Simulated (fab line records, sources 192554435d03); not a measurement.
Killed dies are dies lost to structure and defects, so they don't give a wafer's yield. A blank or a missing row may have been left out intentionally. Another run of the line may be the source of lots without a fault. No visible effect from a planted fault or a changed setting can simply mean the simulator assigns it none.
Chamber matching    flow n5-finfet    rie-diel-02 running N5_SD_EPI_N_DESCUM_14: 4 sister chambers
The step chemistry O2, time 7.9 s. 4 wafers are shown with their chamber, then 7 later ones without.

WAFERS WITH THEIR CHAMBER
wafer   chamber  throttle-valve-pct (%)
L077.6  0        20.81
L085.3  1        20.61
L092.2  3        20.30
L092.5  2        20.36

WAFERS WHOSE CHAMBER IS MISSING
wafer   throttle-valve-pct (%)
L092.6  20.30
L093.1  20.63
L093.3  20.30
L093.6  20.39
L094.1  20.85
L094.2  20.32
L094.3  20.39

EACH ONE'S CHAMBER
wafer   from the rows above      in truth
L092.6  3                        3
L093.1  1                        1
L093.3  3                        3
L093.6  2                        2
L094.1  0                        0
L094.2  can't be placed: 3 or 2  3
L094.3  2                        2
6 of 7 placed correctly. These rows do not allow placing 1 (true chamber among the candidates in 1). 0 placed wrongly.
How it was worked out, from the rows above alone: a wafer's distance from a chamber is the root of the sum, over the readings, of the square of ((its reading less the chamber's mean) divided by the reading's scatter). If the next closest chamber is less than 2 further off than the closest, the wafer can't be placed; otherwise it belongs to the closest. Each chamber's mean is taken over the wafers shown for it. The scatter: root of mean squared gap, hidden wafer to nearest shown wafer, with one shown wafer a chamber.
